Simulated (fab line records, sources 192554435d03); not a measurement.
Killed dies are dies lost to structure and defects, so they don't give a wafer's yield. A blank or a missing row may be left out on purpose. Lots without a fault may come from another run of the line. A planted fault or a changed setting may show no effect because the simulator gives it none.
A struck lot beside a sound one | flow n5_finfet | 14 steps out of a route of 1938
Sound: wafers L187.3, L187.5, L187.6. Struck: wafers L193.1, L193.3, L193.5. The cause comes at the end.
At each step with rows: each side's tool, then ch and its chambers, then its first start. Under that, the readings that differ: sound wafers | struck wafers | difference of the means | sigmas: that difference in standard deviations of wafers without a fault.
alike: readings whose means differ by less than 2 such deviations, and words and numbers that are the same on both sides. not compared: withheld readings, readings that some wafer has no value for, bounds like >300 that may hide the same value, and numbers for which the record gives no deviation and whose values overlap.
The two part at a step that has a row with sigmas, a row that says differs or no value, or rows on one side only. Numbers that don't overlap but have no deviation are shown without sigmas and don't part them. A reading that every wafer of one side lacks parts them only if that side has two wafers or more.

N5_BEOL_M11_THK_MEAS_53: measures by xrf.
  sound on film_metro-01, day 13 17:08; struck on film_metro-01, day 14 05:13
  alike: M11_THK
then, 1 step without rows for these wafers: N5_BEOL_M11_PRE_CLEAN_55 (time 15 s).
N5_BEOL_M11_DEP_56: deposits SiCN from 3MS/NH3, target thk 30 nm, time 10.5 s.
  sound on pecvd-03 ch 0,1,2, day 13 17:11; struck on pecvd-02 ch 0,1, day 14 05:17
  alike: showerhead_plenum_p_Torr, throttle_valve_pct
N5_BEOL_M11_RS_MEAS_57: measures by four-point-probe.
  sound on film_metro-02, day 13 17:16; struck on film_metro-01, day 14 05:20
  alike: M11_RS
N5_BEOL_M11_INSPECT_58: inspects for defects (darkfield).
  sound on defect_inspect-01, day 13 17:17; struck on defect_inspect-01, day 14 05:22
  alike: raw_defect_count
N5_BEOL_M12_ILD_DEP_00: deposits SiOC from DEMS/O2, target thk 658.92 nm, time 130.7 s.
  sound on pecvd-04 ch 0,1,2, day 13 17:19; struck on pecvd-03 ch 0,2, day 14 05:24
  alike: heater_power_w, showerhead_plenum_p_Torr, throttle_valve_pct
N5_BEOL_M12_THK_MEAS_01:
  sound on film_metro-01, day 13 17:27; struck on film_metro-01, day 14 05:32
  alike: M12_ILD_THK
then, 5 steps without rows for these wafers: N5_BEOL_M12_COAT_58 (time 60 s, resist thk 89 nm); N5_BEOL_M12_COAT_04 (resist thk 400 nm); N5_BEOL_M12_EBR_06; N5_BEOL_M12_SOFTBAKE_05 (time 60 s); N5_BEOL_M12_EXPOSE_07 (exposes mask V11).
N5_BEOL_M12_PEB_08: peb time 90 s.
  sound on litho_track-02 ch 0, day 13 17:46; struck on litho_track-02, day 14 05:51
  no value came back on the struck wafers for chill_plate_temp_C (C), exhaust_pa (Pa), plate_temp_C (C); on the sound wafers chill_plate_temp_C (C) reads 23.00 23.01 23.04
then, 1 step without rows for these wafers: N5_BEOL_M12_DEVELOP_09 (develop time 45 s).

WHERE THEY PART
Only at N5_BEOL_M12_PEB_08, within this record.

WHY: what the simulator had put in
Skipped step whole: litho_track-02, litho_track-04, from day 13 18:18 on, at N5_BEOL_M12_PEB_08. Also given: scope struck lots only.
